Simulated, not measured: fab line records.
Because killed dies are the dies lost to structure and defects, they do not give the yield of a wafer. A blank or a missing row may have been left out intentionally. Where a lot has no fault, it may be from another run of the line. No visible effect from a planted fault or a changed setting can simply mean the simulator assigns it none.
fab line records / flow n5Finfet
[record] lots = 4 wafers = 12 lastDay = 16
route steps=1938 shown BEOL_M12@1647 BEOL_M13@1659
lots that met no fault: taken from a fault-free run of the same line
startH: the number of hours between the record's first day and the start of the first shown wafer of the lot / waitH: how many hours have passed since the lot's step before this one / " repeats the value in the row above / L1.1+2: several wafers, shown together as one row / - no value, or no start was given / * or withheld: withheld / < > ~ a bound
route shown NAME@n: NAME is a module with steps in the file, n the number in the route of the first one / usual: mean and standard deviation over wafers with no fault / same: alike in all rows / chamber/n: place in a boat / sites: readings site by site / _std_site: their standard deviation / _edge_site: mean of outer sites minus mean of inner sites / radiusMm: how far each site lies from the wafer's centre / mask NAME#n: copy n / behind: the tool/chamber that last shaped the wafer / hold: why the lot was held/for how many hours/how that ended / device: transistor that didn't switch, given as n, p or np / end of line: the route-end tests of the same wafers / a step without rows: its recipe alone / killed: dies that structure and defects cost at the first sort, which is not the same as the wafer's yield / map: shows each die of a wafer: x if killed, . if not, _ if none is there
set.NAME: setting as actually run; set.NAME@STEP: the setting as run at that earlier step / model.NAME: the simulator's own value behind a step, which no gauge read
lots seen at some steps along the route; tables by step, rows by wafer
services: a tool's chamber out of use, with start hour (startH, from the record's first day; less than 0 if before it), hours out, and reason
[[steps]]
[step N5_BEOL_M12_PRE_CLEAN_42]
[recipe] gas = H2/He timeS = 30 tempC = 250
[step N5_BEOL_M12_SPUTTER_43]
[recipe] material = TaN targetThkA = 150 tempC = 50 biasV = 168.6 powerW = 15000 chamberPressurePa = 0.12 timeS = 24.19
[step N5_BEOL_M12_SPUTTER_44]
[recipe] material = Ta targetThkA = 100 tempC = 50 biasV = 80 powerW = 15000 chamberPressurePa = 0.07 timeS = 16.13
[step N5_BEOL_M12_SPUTTER_45]
[recipe] material = Cu targetThkA = 800 tempC = -20 biasV = 60 powerW = 26000 chamberPressurePa = 0.13 timeS = 13.33
[step N5_BEOL_M12_ECD_47]
[recipe] material = Cu targetThkA = 7200
[step N5_BEOL_M12_ANNEAL_48]
[recipe] tempC = 225 timeS = 90 ambient = N2
[step N5_BEOL_M12_CMP_49]
[recipe] stopOn = SiOC tOverpolishS = 20.6 downForcePsi = 1 platenRpm = 50 clearingPlatenDownForcePsi = 1.5 clearingPlatenRpm = 50 postCmpClean = cuAlkaline targetThkNm = 320 clearingPlatenPadVelocityMS = 0.99484 padVelocityMS = 0.99484
[step N5_BEOL_M12_PRE_CLEAN_52]
[recipe] gas = NH3 timeS = 15 tempC = withheld rfPowerW = 300
[step N5_BEOL_M12_DEP_53]
[recipe] material = SiCN targetThkA = 300 tempC = withheld precursor = 3MS/NH3 pressureTorr = 3 rfW = 675 timeS = 10.5
[step N5_BEOL_M13_ILD_DEP_00]
[recipe] material = SiOC targetThkA = 8379.2 tempC = 350 precursor = DEMS/O2 pressureTorr = 5 rfW = 500 timeS = 166.4
[usual] heaterPowerW = 497/58 showerheadPlenumPTorr = 5.690/0.017 susceptorTempC = 349.96/0.2 throttleValvePct = 11.8/0.56
lot.wafer=L762.1 tool=pecvd-03 chamber=1 startH=272.04 waitH=0.0 heaterPowerW=500 showerheadPlenumPTorr=5.694 susceptorTempC=350.34 throttleValvePct=11.3 model.SiOC_of_BEOL_M13_ILD_DEP_00.thkNm=840.6
lot.wafer=L762.4 tool=pecvd-03 chamber=2 startH=272.04 waitH=0.0 heaterPowerW=524 showerheadPlenumPTorr=5.693 susceptorTempC=350.14 throttleValvePct=11.0 model.SiOC_of_BEOL_M13_ILD_DEP_00.thkNm=850.4
lot.wafer=L762.5 tool=pecvd-03 chamber=1 startH=272.04 waitH=0.0 heaterPowerW=529 showerheadPlenumPTorr=5.688 susceptorTempC=350.30 throttleValvePct=11.6 model.SiOC_of_BEOL_M13_ILD_DEP_00.thkNm=859.4
lot.wafer=L768.2 tool=pecvd-03 chamber=0 startH=319.24 waitH=0.0 heaterPowerW=416 showerheadPlenumPTorr=5.687 susceptorTempC=349.99 throttleValvePct=11.7 model.SiOC_of_BEOL_M13_ILD_DEP_00.thkNm=826.8
lot.wafer=L768.5 tool=pecvd-03 chamber=0 startH=319.24 waitH=0.0 heaterPowerW=476 showerheadPlenumPTorr=5.695 susceptorTempC=349.96 throttleValvePct=11.3 model.SiOC_of_BEOL_M13_ILD_DEP_00.thkNm=844.6
lot.wafer=L768.6 tool=pecvd-03 chamber=1 startH=319.24 waitH=0.0 heaterPowerW=504 showerheadPlenumPTorr=5.703 susceptorTempC=338.54 throttleValvePct=11.5 model.SiOC_of_BEOL_M13_ILD_DEP_00.thkNm=874.8
lot.wafer=L772.1 tool=pecvd-03 chamber=1 startH=332.79 waitH=0.0 heaterPowerW=469 showerheadPlenumPTorr=5.681 susceptorTempC=338.71 throttleValvePct=11.7 model.SiOC_of_BEOL_M13_ILD_DEP_00.thkNm=879.4
lot.wafer=L772.2 tool=pecvd-03 chamber=2 startH=332.79 waitH=0.0 heaterPowerW=454 showerheadPlenumPTorr=5.700 susceptorTempC=349.82 throttleValvePct=11.1 model.SiOC_of_BEOL_M13_ILD_DEP_00.thkNm=825.4
lot.wafer=L772.5 tool=pecvd-03 chamber=2 startH=332.79 waitH=0.0 heaterPowerW=482 showerheadPlenumPTorr=5.690 susceptorTempC=349.94 throttleValvePct=11.3 model.SiOC_of_BEOL_M13_ILD_DEP_00.thkNm=839.4
lot.wafer=L777.1 tool=pecvd-01 chamber=1 startH=356.84 waitH=0.0 heaterPowerW=416 showerheadPlenumPTorr=5.669 susceptorTempC=349.85 throttleValvePct=13.2 model.SiOC_of_BEOL_M13_ILD_DEP_00.thkNm=851
lot.wafer=L777.4 tool=pecvd-01 chamber=1 startH=356.84 waitH=0.0 heaterPowerW=443 showerheadPlenumPTorr=5.654 susceptorTempC=350.09 throttleValvePct=13.2 model.SiOC_of_BEOL_M13_ILD_DEP_00.thkNm=846
lot.wafer=L777.6 tool=pecvd-01 chamber=2 startH=356.84 waitH=0.0 heaterPowerW=460 showerheadPlenumPTorr=5.681 susceptorTempC=349.97 throttleValvePct=11.8 model.SiOC_of_BEOL_M13_ILD_DEP_00.thkNm=857.8
[step N5_BEOL_M13_THK_MEAS_01]
[recipe] reads = SiOC_of_BEOL_M13_ILD_DEP_00
[usual] M13_ILD_THK = 837/11
lot.wafer=L762.1 tool=filmMetro-01 chamber=- startH=272.19 waitH=0.1 M13_ILD_THK[nm]=841
lot.wafer=L762.4 tool=filmMetro-01 chamber=- startH=272.19 waitH=0.1 M13_ILD_THK[nm]=851
lot.wafer=L762.5 tool=filmMetro-01 chamber=- startH=272.19 waitH=0.1 M13_ILD_THK[nm]=859
lot.wafer=L768.2 tool=filmMetro-02 chamber=- startH=319.40 waitH=0.1 M13_ILD_THK[nm]=827
lot.wafer=L768.5 tool=filmMetro-02 chamber=- startH=319.40 waitH=0.1 M13_ILD_THK[nm]=845
lot.wafer=L768.6 tool=filmMetro-02 chamber=- startH=319.40 waitH=0.1 M13_ILD_THK[nm]=875
lot.wafer=L772.1 tool=filmMetro-01 chamber=- startH=332.95 waitH=0.1 M13_ILD_THK[nm]=879
lot.wafer=L772.2 tool=filmMetro-01 chamber=- startH=332.95 waitH=0.1 M13_ILD_THK[nm]=825
lot.wafer=L772.5 tool=filmMetro-01 chamber=- startH=332.95 waitH=0.1 M13_ILD_THK[nm]=839
lot.wafer=L777.1 tool=filmMetro-02 chamber=- startH=356.99 waitH=0.1 M13_ILD_THK[nm]=851
lot.wafer=L777.4 tool=filmMetro-02 chamber=- startH=356.99 waitH=0.1 M13_ILD_THK[nm]=846
lot.wafer=L777.6 tool=filmMetro-02 chamber=- startH=356.99 waitH=0.1 M13_ILD_THK[nm]=857
[step N5_BEOL_M13_COAT_58]
[recipe] resist = BARC tempC = 205 timeS = 60 spinRpm = 1500 resistThkNm = 89
[step N5_BEOL_M13_COAT_04]
[recipe] spinRpm = 1625 resistThkNm = 400
[step N5_BEOL_M13_EBR_06]
[recipe] solvent = PGMEA ebrWidthMm = 1.5
[step N5_BEOL_M13_SOFTBAKE_05]
[recipe] tempC = 130 timeS = 60
[step N5_BEOL_M13_EXPOSE_07]
[recipe] maskId = V12 na = 0.93 sourceShape = conventional sigmaOuter = 0.6 polarization = unpolarized attpsmPhaseDeg = 180 doseMj = 24.8
[step N5_BEOL_M13_PEB_08]
[recipe] pebTempC = 130 pebTimeS = 90
[step N5_BEOL_M13_DEVELOP_09]
[recipe] developTimeS = 45 rinseLiquid = diw dry = airSpin devTempC = 21
[step N5_BEOL_M13_HARDBAKE_14]
[recipe] tempC = 130 timeS = 120
[step N5_BEOL_M13_DESCUM_15]
[recipe] chemistry = O2 timeS = 7.9 sourcePowerW = 50 biasPowerW = 20 pressureMtorr = 20 rfFrequencyHz = 2.712e+07 tempC = 40 o2FlowSccm = 225
[step N5_BEOL_M13_ETCH_59]
[recipe] chemistry = N2/H2 target = BARC targetDepthA = 890 overetchA = 267 timeS = 67.9 ionEnergyEv = 200 pressureMtorr = 30 sourceW = 840 biasW = 150 n2FlowSccm = 200 h2FlowSccm = 200
[step N5_BEOL_M13_VIA_ETCH_16]
[recipe] chemistry = C4F8/O2/Ar target = SiOC pressureMtorr = 30 sourceW = 3000 biasW = 700 Ar_flow_sccm = 400 C4F8_flow_sccm = 15 O2_flow_sccm = 8 heInnerTorr = 15 heOuterTorr = 30 targetDepthA = 9217 timeS = withheld ionEnergyEv = 250 ends = cleared
[usual] drypumpMotorCurrentA = 5.8/0.35 oesProductAu = 0.69/0.046 rfVppV = 666/3.6 showerheadPlenumPTorr = 3.44/0.13 throttleValvePct = 24.11/0.24
lot.wafer=L762.1 tool=rieDiel-04 chamber=3 startH=272.67 waitH=0.0 drypumpMotorCurrentA=6.0 oesProductAu=0.76 rfVppV=667 showerheadPlenumPTorr=3.46 throttleValvePct=24.28 model.etch.depthNm=840.5 model.coat_of_BEOL_M13_COAT_04.thkNm=68.2
lot.wafer=L762.4 tool=rieDiel-04 chamber=1 startH=272.67 waitH=0.0 drypumpMotorCurrentA=5.5 oesProductAu=0.62 rfVppV=665 showerheadPlenumPTorr=3.38 throttleValvePct=24.29 model.etch.depthNm=850.4 model.coat_of_BEOL_M13_COAT_04.thkNm=68.4
lot.wafer=L762.5 tool=rieDiel-04 chamber=0 startH=272.67 waitH=0.0 drypumpMotorCurrentA=5.7 oesProductAu=0.80 rfVppV=664 showerheadPlenumPTorr=3.32 throttleValvePct=23.78 model.etch.depthNm=859.5 model.coat_of_BEOL_M13_COAT_04.thkNm=65.6
lot.wafer=L768.2 tool=rieDiel-06 chamber=3 startH=319.87 waitH=0.0 drypumpMotorCurrentA=5.6 oesProductAu=0.65 rfVppV=668 showerheadPlenumPTorr=3.49 throttleValvePct=24.02 model.etch.depthNm=826.8 model.coat_of_BEOL_M13_COAT_04.thkNm=76.6
lot.wafer=L768.5 tool=rieDiel-06 chamber=1 startH=319.87 waitH=0.0 drypumpMotorCurrentA=6.2 oesProductAu=0.73 rfVppV=662 showerheadPlenumPTorr=3.32 throttleValvePct=23.93 model.etch.depthNm=844.7 model.coat_of_BEOL_M13_COAT_04.thkNm=68
lot.wafer=L768.6 tool=rieDiel-06 chamber=2 startH=319.87 waitH=0.0 drypumpMotorCurrentA=6.0 oesProductAu=0.71 rfVppV=669 showerheadPlenumPTorr=3.56 throttleValvePct=24.02 model.etch.depthNm=874.7 model.coat_of_BEOL_M13_COAT_04.thkNm=61
lot.wafer=L772.1 tool=rieDiel-04 chamber=0 startH=333.55 waitH=0.0 drypumpMotorCurrentA=5.7 oesProductAu=0.76 rfVppV=663 showerheadPlenumPTorr=3.31 throttleValvePct=23.79 model.etch.depthNm=879.5 model.coat_of_BEOL_M13_COAT_04.thkNm=59.4
lot.wafer=L772.2 tool=rieDiel-04 chamber=3 startH=333.55 waitH=0.0 drypumpMotorCurrentA=6.0 oesProductAu=0.74 rfVppV=667 showerheadPlenumPTorr=3.44 throttleValvePct=24.30 model.etch.depthNm=825.3 model.coat_of_BEOL_M13_COAT_04.thkNm=72.2
lot.wafer=L772.5 tool=rieDiel-04 chamber=2 startH=333.55 waitH=0.0 drypumpMotorCurrentA=5.4 oesProductAu=0.69 rfVppV=663 showerheadPlenumPTorr=3.28 throttleValvePct=24.31 model.etch.depthNm=839.4 model.coat_of_BEOL_M13_COAT_04.thkNm=68.2
lot.wafer=L777.1 tool=rieDiel-02 chamber=3 startH=357.59 waitH=0.0 drypumpMotorCurrentA=5.9 oesProductAu=0.71 rfVppV=670 showerheadPlenumPTorr=3.59 throttleValvePct=23.84 model.etch.depthNm=850.9 model.coat_of_BEOL_M13_COAT_04.thkNm=66.4
lot.wafer=L777.4 tool=rieDiel-02 chamber=1 startH=357.59 waitH=0.0 drypumpMotorCurrentA=5.6 oesProductAu=0.74 rfVppV=669 showerheadPlenumPTorr=3.57 throttleValvePct=23.94 model.etch.depthNm=846 model.coat_of_BEOL_M13_COAT_04.thkNm=67.4
lot.wafer=L777.6 tool=rieDiel-02 chamber=1 startH=357.59 waitH=0.0 drypumpMotorCurrentA=5.6 oesProductAu=0.75 rfVppV=669 showerheadPlenumPTorr=3.57 throttleValvePct=23.95 model.etch.depthNm=857.8 model.coat_of_BEOL_M13_COAT_04.thkNm=64.2
[step N5_BEOL_M13_STRIP_63]
[recipe] chemistry = N2/H2 powerW = 1000 tempC = 250 h2Frac = 0.65 overashFraction = 0.3 pressureMtorr = 1000 n2FlowSccm = 1750 h2FlowSccm = 3250
[usual] drypumpMotorCurrentA = 5.59/0.3 heaterPowerW = 375/22 n2FlowSccm = 1750/5.2 oesProductAu = 0.674/0.005 stripTimeToEndpointS = 28.0/1.1
lot.wafer=L762.1 tool=plasmaAsher-02 chamber=1 startH=272.90 waitH=- drypumpMotorCurrentA=5.73 heaterPowerW=349 n2FlowSccm=1742 oesProductAu=0.670 rfHoursCounterH=132 stripTimeToEndpointS=27.1
lot.wafer=L762.4 tool=plasmaAsher-02 chamber=0 startH=272.90 waitH=- drypumpMotorCurrentA=5.85 heaterPowerW=378 n2FlowSccm=1754 oesProductAu=0.674 rfHoursCounterH=- stripTimeToEndpointS=27.2
lot.wafer=L762.5 tool=plasmaAsher-02 chamber=1 startH=272.90 waitH=- drypumpMotorCurrentA=5.72 heaterPowerW=348 n2FlowSccm=1752 oesProductAu=0.680 rfHoursCounterH=- stripTimeToEndpointS=26.4
lot.wafer=L768.2 tool=plasmaAsher-01 chamber=1 startH=320.11 waitH=- drypumpMotorCurrentA=5.11 heaterPowerW=403 n2FlowSccm=1753 oesProductAu=0.672 rfHoursCounterH=85 stripTimeToEndpointS=29.6
lot.wafer=L768.5 tool=plasmaAsher-01 chamber=1 startH=320.11 waitH=- drypumpMotorCurrentA=5.09 heaterPowerW=407 n2FlowSccm=1740 oesProductAu=0.670 rfHoursCounterH=- stripTimeToEndpointS=27.1
lot.wafer=L768.6 tool=plasmaAsher-01 chamber=0 startH=320.11 waitH=- drypumpMotorCurrentA=5.66 heaterPowerW=372 n2FlowSccm=1749 oesProductAu=0.677 rfHoursCounterH=- stripTimeToEndpointS=25.0
lot.wafer=L772.1 tool=plasmaAsher-02 chamber=0 startH=333.78 waitH=- drypumpMotorCurrentA=5.85 heaterPowerW=381 n2FlowSccm=1754 oesProductAu=0.673 rfHoursCounterH=143 stripTimeToEndpointS=24.5
lot.wafer=L772.2 tool=plasmaAsher-02 chamber=1 startH=333.78 waitH=- drypumpMotorCurrentA=5.69 heaterPowerW=345 n2FlowSccm=1746 oesProductAu=0.678 rfHoursCounterH=143 stripTimeToEndpointS=28.3
lot.wafer=L772.5 tool=plasmaAsher-02 chamber=1 startH=333.78 waitH=- drypumpMotorCurrentA=5.71 heaterPowerW=339 n2FlowSccm=1749 oesProductAu=0.670 rfHoursCounterH=- stripTimeToEndpointS=27.1
lot.wafer=L777.1 tool=plasmaAsher-02 chamber=1 startH=357.83 waitH=- drypumpMotorCurrentA=5.71 heaterPowerW=353 n2FlowSccm=1757 oesProductAu=0.676 rfHoursCounterH=148 stripTimeToEndpointS=26.6
lot.wafer=L777.4 tool=plasmaAsher-02 chamber=0 startH=357.83 waitH=- drypumpMotorCurrentA=5.87 heaterPowerW=375 n2FlowSccm=1737 oesProductAu=0.677 rfHoursCounterH=- stripTimeToEndpointS=26.9
lot.wafer=L777.6 tool=plasmaAsher-02 chamber=0 startH=357.83 waitH=- drypumpMotorCurrentA=5.87 heaterPowerW=383 n2FlowSccm=1744 oesProductAu=0.674 rfHoursCounterH=- stripTimeToEndpointS=26.0
[step N5_BEOL_M13_STRIP_64]
[recipe] chemistry = N2/H2 powerW = 1000 tempC = 250 h2Frac = 0.65 overashFraction = 0.3 pressureMtorr = withheld n2FlowSccm = 1750 h2FlowSccm = 3250
[step N5_BEOL_M13_STRIP_71]
[recipe] chemistry = postEtchResidueRemover timeS = 60 tempC = 25 removerPh = withheld removerWaterWtPct = withheld removerFluorideWtPct = withheld
[step N5_BEOL_M13_SRD_72]
[recipe] timeS = 30 tempC = 23 rinseLiquid = diw dry = n2Spin spinRpm = 1500 dryTimeS = 30
[step N5_BEOL_M13_COAT_65]
[recipe] resist = SOC tempC = 250 timeS = 60 spinRpm = 1500 resistThkNm = 350
[step N5_BEOL_M13_COAT_66]
[recipe] resist = SiARC tempC = 220 timeS = 60 spinRpm = 1500 resistThkNm = 110
[step N5_BEOL_M13_COAT_22]
[recipe] spinRpm = 2888 resistThkNm = 300
[step N5_BEOL_M13_EBR_24]
[recipe] solvent = PGMEA ebrWidthMm = 1.5
[step N5_BEOL_M13_SOFTBAKE_23]
[recipe] tempC = 130 timeS = 60
[step N5_BEOL_M13_EXPOSE_25]
[recipe] maskId = M13 na = 0.93 sourceShape = conventional sigmaOuter = 0.4 polarization = unpolarized targetCdNm = 210 doseMj = 22
[step N5_BEOL_M13_PEB_26]
[recipe] pebTempC = 130 pebTimeS = 90
[step N5_BEOL_M13_DEVELOP_27]
[recipe] developTimeS = 45 rinseLiquid = diw dry = airSpin devTempC = 21
[step N5_BEOL_M13_HARDBAKE_32]
[recipe] tempC = 130 timeS = 120
[step N5_BEOL_M13_CMP_49]
[recipe] stopOn = SiOC tOverpolishS = 17.1 downForcePsi = 1 platenRpm = 50 clearingPlatenDownForcePsi = 1.5 clearingPlatenRpm = 50 postCmpClean = cuAlkaline targetThkNm = 420 clearingPlatenPadVelocityMS = 0.99484 padVelocityMS = 0.99484
[usual] barrierFieldEndpointS = 30.6/0.75 motorCurrentA = 6.0/0.53 overpolishRunS = 17.100/0.0094 slurryFlowMlMin = 150.0/0.45
lot.wafer=L762.4 tool=cmp-04 chamber=1 startH=278.53 waitH=0.1 barrierFieldEndpointS=32.5 motorCurrentA=5.8 overpolishRunS=17.100 slurryFlowMlMin=150.1 model.SiOC_of_BEOL_M13_ILD_DEP_00.thkNm=791
lot.wafer=L762.1 tool=cmp-04 chamber=2 startH=278.53 waitH=0.1 barrierFieldEndpointS=31.3 motorCurrentA=5.4 overpolishRunS=17.098 slurryFlowMlMin=149.7 model.SiOC_of_BEOL_M13_ILD_DEP_00.thkNm=780.6
lot.wafer=L762.5 tool=cmp-04 chamber=1 startH=278.53 waitH=0.1 barrierFieldEndpointS=32.7 motorCurrentA=5.7 overpolishRunS=17.098 slurryFlowMlMin=150.2 model.SiOC_of_BEOL_M13_ILD_DEP_00.thkNm=800
lot.wafer=L768.2 tool=cmp-03 chamber=1 startH=324.00 waitH=0.3 barrierFieldEndpointS=31.1 motorCurrentA=6.2 overpolishRunS=17.094 slurryFlowMlMin=150.2 model.SiOC_of_BEOL_M13_ILD_DEP_00.thkNm=767.4
lot.wafer=L768.6 tool=cmp-03 chamber=0 startH=324.00 waitH=0.3 barrierFieldEndpointS=30.7 motorCurrentA=5.6 overpolishRunS=17.109 slurryFlowMlMin=150.6 model.SiOC_of_BEOL_M13_ILD_DEP_00.thkNm=817.6
lot.wafer=L768.5 tool=cmp-03 chamber=1 startH=324.00 waitH=0.3 barrierFieldEndpointS=30.9 motorCurrentA=6.2 overpolishRunS=17.094 slurryFlowMlMin=150.4 model.SiOC_of_BEOL_M13_ILD_DEP_00.thkNm=785.2
lot.wafer=L772.1 tool=cmp-02 chamber=2 startH=338.14 waitH=0.5 barrierFieldEndpointS=30.5 motorCurrentA=5.5 overpolishRunS=17.112 slurryFlowMlMin=149.9 model.SiOC_of_BEOL_M13_ILD_DEP_00.thkNm=821
lot.wafer=L772.2 tool=cmp-02 chamber=0 startH=338.14 waitH=0.5 barrierFieldEndpointS=31.4 motorCurrentA=5.6 overpolishRunS=17.097 slurryFlowMlMin=151.0 model.SiOC_of_BEOL_M13_ILD_DEP_00.thkNm=766.4
lot.wafer=L772.5 tool=cmp-02 chamber=2 startH=338.14 waitH=0.5 barrierFieldEndpointS=30.1 motorCurrentA=5.8 overpolishRunS=17.093 slurryFlowMlMin=149.9 model.SiOC_of_BEOL_M13_ILD_DEP_00.thkNm=782.2
lot.wafer=L777.1 tool=cmp-03 chamber=0 startH=363.76 waitH=0.3 barrierFieldEndpointS=29.8 motorCurrentA=5.5 overpolishRunS=17.101 slurryFlowMlMin=150.7 model.SiOC_of_BEOL_M13_ILD_DEP_00.thkNm=793.8
lot.wafer=L777.4 tool=cmp-03 chamber=1 startH=363.76 waitH=0.3 barrierFieldEndpointS=30.9 motorCurrentA=6.6 overpolishRunS=17.089 slurryFlowMlMin=150.0 model.SiOC_of_BEOL_M13_ILD_DEP_00.thkNm=788.8
lot.wafer=L777.6 tool=cmp-03 chamber=1 startH=363.76 waitH=0.3 barrierFieldEndpointS=30.4 motorCurrentA=6.4 overpolishRunS=17.084 slurryFlowMlMin=149.7 model.SiOC_of_BEOL_M13_ILD_DEP_00.thkNm=799.4
[[services]]
tool=cmp-02 chamber=- startH=256.81 hours=4.4 kind=pm
tool=plasmaAsher-02 chamber=- startH=268.38 hours=2.8 kind=repair
tool=cmp-03 chamber=- startH=269.63 hours=1.2 kind=repair
tool=rieDiel-04 chamber=1 startH=279.44 hours=3.4 kind=repair
tool=pecvd-03 chamber=- startH=291.16 hours=6.0 kind=pm
tool=rieDiel-04 chamber=2 startH=293.66 hours=8.2 kind=repair
tool=pecvd-01 chamber=0 startH=297.92 hours=5.5 kind=scheduledDown
tool=pecvd-03 chamber=0 startH=297.99 hours=2.1 kind=scheduledDown
tool=rieDiel-06 chamber=1 startH=311.17 hours=5.3 kind=repair
tool=rieDiel-04 chamber=1 startH=317.63 hours=- kind=clean
tool=rieDiel-04 chamber=1 startH=317.63 hours=- kind=consumableReplace:focusRing
tool=rieDiel-04 chamber=1 startH=317.63 hours=25.8 kind=scheduledDown
tool=rieDiel-04 chamber=1 startH=317.63 hours=25.8 kind=ventCycle
tool=cmp-04 chamber=- startH=320.90 hours=7.0 kind=repair
tool=cmp-04 chamber=- startH=332.15 hours=4.0 kind=pm
tool=cmp-04 chamber=- startH=336.15 hours=- kind=consumableReplace:conditioner
tool=cmp-04 chamber=- startH=336.15 hours=- kind=consumableReplace:pad
tool=cmp-03 chamber=- startH=345.21 hours=3.9 kind=pm
tool=rieDiel-04 chamber=0 startH=360.69 hours=4.7 kind=repair
tool=rieDiel-04 chamber=2 startH=360.94 hours=2.5 kind=repair
[[key]]
[firstSign] step = N5_BEOL_M13_ILD_DEP_00 reading = susceptorTempC direction = down sigmas = 58 usual = * struck = *
[effect] step = N5_BEOL_M13_THK_MEAS_01 reading = M13_ILD_THK direction = up sigmas = 3.5 usual = 837 struck = 877
[effect] step = N5_BEOL_M13_STRIP_63 reading = stripTimeToEndpointS direction = down sigmas = 3.1 usual = * struck = *
[modelEffect] step = N5_BEOL_M13_ILD_DEP_00 value = SiOC_of_BEOL_M13_ILD_DEP_00.thkNm without = 850.8 struck = 877.1
[modelEffect] step = N5_BEOL_M13_VIA_ETCH_16 value = etch.depthNm without = 850.8 struck = 877.1
[modelEffect] step = N5_BEOL_M13_CMP_49 value = SiOC_of_BEOL_M13_ILD_DEP_00.thkNm without = 793 struck = 819.3
metAt N5_BEOL_M13_ILD_DEP_00
struckWafers L768.6,L772.1
onsetBetween 272.04 319.24
[fault] kind = processParameterDrift tool = pecvd-03 chamber = 1 onsetH = 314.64 steps = N5_BEOL_M13_ILD_DEP_00 channel = tempC offset = * shape = step endH = 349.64 actsIn = * stated = *
